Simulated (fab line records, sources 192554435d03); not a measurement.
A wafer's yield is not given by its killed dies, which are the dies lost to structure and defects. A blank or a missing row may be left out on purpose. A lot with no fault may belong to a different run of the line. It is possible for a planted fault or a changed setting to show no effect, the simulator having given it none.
Chamber matching    flow n5 finfet    N5_BEOL_M10_DESCUM_33 on rie diel-04 has 4 sister chambers
The step chemistry O2, time 7.9 s. 4 wafers are shown with their chamber, then 8 later ones without.

== WAFERS, EACH WITH ITS CHAMBER ==
wafer   chamber  drypump motor current A (A)
L088.2  2        5.7
L087.5  3        5.4
L087.6  0        5.5
L090.1  1        4.7

== WAFERS MISSING THEIR CHAMBER ==
wafer   drypump motor current A (A)
L090.2  5.5
L090.5  4.7
L091.3  5.4
L091.4  4.7
L091.6  5.5
L094.1  5.4
L094.2  4.8
L094.3  5.7

== THE CHAMBER EACH PASSED THROUGH ==
wafer   from the rows above  in truth
L090.2  0                    0
L090.5  1                    1
L091.3  3                    3
L091.4  1                    1
L091.6  0                    0
L094.1  3                    3
L094.2  1                    1
L094.3  2                    2
Correct placement for 8 of the 8. Not placeable from these rows: 0. Wrongly placed: 0.
How it was worked out, from the rows above alone: a wafer's distance from a chamber is the root of the sum, over the readings, of the square of ((its reading less the chamber's mean) divided by the reading's scatter). The wafer belongs to the nearest chamber; if the next one is less than 2 further off, it can't be placed. A chamber's mean is the mean of its shown wafers. The scatter: root of mean squared gap, hidden wafer to nearest shown wafer, with one shown wafer a chamber.
